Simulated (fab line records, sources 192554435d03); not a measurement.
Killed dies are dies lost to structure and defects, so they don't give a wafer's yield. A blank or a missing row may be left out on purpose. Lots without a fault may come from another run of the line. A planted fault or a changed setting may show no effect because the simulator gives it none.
A struck lot beside a sound one | flow n5_finfet | 23 steps out of a route of 1938
Sound: wafers L714.2, L714.3, L714.4. Struck: wafers L703.3, L703.4, L703.6. The cause comes at the end.
At each step with rows: each side's tool, then ch and its chambers, then its first start. Under that, the readings that differ: sound wafers | struck wafers | difference of the means | sigmas: that difference in standard deviations of wafers without a fault.
alike: readings whose means differ by less than 2 such deviations, and words and numbers that are the same on both sides. not compared: withheld readings, readings that some wafer has no value for, bounds like >300 that may hide the same value, and numbers for which the record gives no deviation and whose values overlap.
The two part at a step that has a row with sigmas, a row that says differs or no value, or rows on one side only. Numbers that don't overlap but have no deviation are shown without sigmas and don't part them. A reading that every wafer of one side lacks parts them only if that side has two wafers or more.

first, 4 steps without rows for these wafers: N5_BEOL_M0_SAQP_DESCUM_19 (chemistry O2, time 7.9 s); N5_BEOL_M0_SAQP_ETCH_83 (etches SiARC in CF4, target depth 39 nm, time 65 s); N5_BEOL_M0_SAQP_ETCH_84 (etches SOC in N2/H2, target depth 100 nm, overetch 20 nm, time 150 s); N5_BEOL_M0_SAQP_STRIP_80 (strips in N2/H2).
N5_BEOL_M0_SAQP_HM_OPEN_112: chemistry CHF3/O2, target SiO2, stops on a-Si, target depth 12 nm, time 13.5 s.
  sound on rie_diel-04 ch 0,2,3, day 10 15:44; struck on rie_diel-02 ch 1,2,3, day 7 19:10
  alike: drypump_motor_current_A, oes_product_au, rf_vpp_V, showerhead_plenum_p_Torr, throttle_valve_pct
  not compared: rf_hours_counter_h
then, 1 step without rows for these wafers: N5_BEOL_M0_SAQP_STRIP_113 (strips in CHF3/O2).
N5_BEOL_M0_SAQP_MANDREL_ETCH_20: etches a-Si in HBr/Cl2, stops on SiNx, target depth 60 nm, bt time 10 s, time 30 s.
  sound on rie_si-06 ch 1,2, day 10 15:50; struck on rie_si-03 ch 0,1, day 7 19:15
  alike: drypump_motor_current_A, oes_product_au, throttle_valve_pct
  not compared: rf_hours_counter_h
N5_BEOL_M0_SAQP_STRIP_86: strips in N2/H2.
  sound on rie_diel-04 ch 1,2,3, day 10 15:55; struck on rie_diel-04 ch 0,2, day 7 19:21
  alike: bias_power_w, drypump_motor_current_A, oes_product_au, rf_vpp_V, showerhead_plenum_p_Torr, throttle_valve_pct
  not compared: rf_hours_counter_h
then, 2 steps without rows for these wafers: N5_BEOL_M0_SAQP_STRIP_115 (strips in post etch residue remover, time 60 s); N5_BEOL_M0_SAQP_SRD_93 (time 30 s).
N5_BEOL_M0_SAQP_RECESS_114: chemistry HF/NH3, target SiO2, target depth 14.4 nm, afs cycles 3, sublimation time 60 s.
  sound on vapor_etch-01 ch 0,1, day 10 16:04; struck on vapor_etch-02 ch 0,1, day 7 19:36
  alike: drypump_motor_current_A
then, 1 step without rows for these wafers: N5_BEOL_M0_SAQP_SPACER1_ALD_98 (deposits SiO2, target thk 12.8 nm, pulse time 1 s, purge time 2 s).
N5_BEOL_M0_SAQP_SPACER1_ETCHBACK_99: etches SiO2 in CHF3/O2, target depth 15.4 nm, time 7.7 s.
  sound on rie_diel-02 ch 0,2,3, day 10 17:14; struck on rie_diel-05 ch 1,2,3, day 7 20:20
  no value came back on the struck wafers for any of 8 readings (CHF3_flow_sccm (sccm), O2_flow_sccm (sccm) and others); on the sound wafers CHF3_flow_sccm (sccm) reads 50.19 50.14 49.92
N5_BEOL_M0_SAQP_MANDREL1_REMOVE_100: chemistry HBr/Cl2/O2, target a-Si, stops on SiNx, bt time 10 s.
  sound on rie_si-03 ch 1,2,3, day 10 17:19; struck on rie_si-06 ch 0,3, day 7 20:26
  reading               | sound             | struck            | difference | sigmas
  oes_product_au (a.u.) | 0.983 0.989 1.009 | 0.379 0.371 0.379 | -0.617     | -41
  alike: drypump_motor_current_A, throttle_valve_pct
  not compared: rf_hours_counter_h
N5_BEOL_M0_SAQP_CD_MEAS_25: target cd 13.1 nm.
  sound on cd_sem-01 ch 0, day 10 17:26; struck on cd_sem-02 ch 0, day 7 20:32
  reading    | sound             | struck | difference                    | sigmas
  cd_nm (nm) | 12.88 12.66 13.02 | - - -  | no value on the struck wafers |
N5_BEOL_M0_SAQP_ETCH_101: etches SiNx in CH3F/O2, target depth 29.9 nm, time 42.7 s.
  sound on rie_diel-02 ch 1,2,3, day 10 17:28; struck on rie_diel-04 ch 0,1,2, day 7 20:34
  reading               | sound          | struck         | difference | sigmas
  oes_product_au (a.u.) | 0.91 0.72 0.74 | 0.29 0.28 0.28 | -0.51      | -7
  alike: drypump_motor_current_A, rf_vpp_V, showerhead_plenum_p_Torr, throttle_valve_pct
  not compared: rf_hours_counter_h
N5_BEOL_M0_SAQP_ETCH_102: etches SiO2 in CF4, target depth 4 nm, time 4.4 s.
  sound on rie_si-06 ch 0,1,2, day 10 17:35; struck on rie_si-03 ch 0,1,2, day 7 20:41
  alike: cf4_flow_sccm, drypump_motor_current_A, oes_product_au, throttle_valve_pct
  not compared: rf_hours_counter_h
N5_BEOL_M0_SAQP_MANDREL_ETCH_103: etches a-Si in HBr/Cl2, stops on SiCN, target depth 45 nm, bt time 10 s, time 27 s.
  sound on rie_si-06 ch 0,1,2, day 10 17:37; struck on rie_si-03 ch 0,1,2, day 7 20:43
  reading                | sound             | struck            | difference | sigmas
  oes_product_au (a.u.)  | 0.674 0.680 0.675 | 0.286 0.283 0.287 | -0.391     | -36
  throttle_valve_pct (%) | 35.20 35.68 35.06 | 36.77 36.43 36.35 | +1.20      | +5
  alike: drypump_motor_current_A
  not compared: rf_hours_counter_h
then, 2 steps without rows for these wafers: N5_BEOL_M0_SAQP_RECESS_104 (chemistry HF/NH3, target SiO2, target depth 18 nm, afs cycles 3, sublimation time 60 s); N5_BEOL_M0_SAQP_COAT_105 (time 60 s, resist thk 100 nm).
N5_BEOL_M0_SAQP_ETCH_106: etches SOC in N2/H2, stops on SiNx, target depth 150 nm.
  sound on rie_diel-04 ch 1,2,3, day 10 18:11; struck on rie_diel-05 ch 0,2,3, day 7 21:14
  reading               | sound          | struck         | difference | sigmas
  oes_product_au (a.u.) | 0.98 0.75 0.74 | 0.27 0.27 0.27 | -0.55      | -7
  alike: drypump_motor_current_A, rf_vpp_V, showerhead_plenum_p_Torr, throttle_valve_pct
  not compared: rf_hours_counter_h
then, 1 step without rows for these wafers: N5_BEOL_M0_SAQP_ETCH_107 (etches SiNx in CH3F/O2, target depth 30 nm).
N5_BEOL_M4_RC_MEAS_101:
  the record has rows for the sound wafers here (prober-02 ch 0, day 13 21:08) and none for the struck ones

WHERE THEY PART
First at N5_BEOL_M0_SAQP_SPACER1_ETCHBACK_99; last, within this record, at N5_BEOL_M4_RC_MEAS_101.

WHY: what the simulator had put in
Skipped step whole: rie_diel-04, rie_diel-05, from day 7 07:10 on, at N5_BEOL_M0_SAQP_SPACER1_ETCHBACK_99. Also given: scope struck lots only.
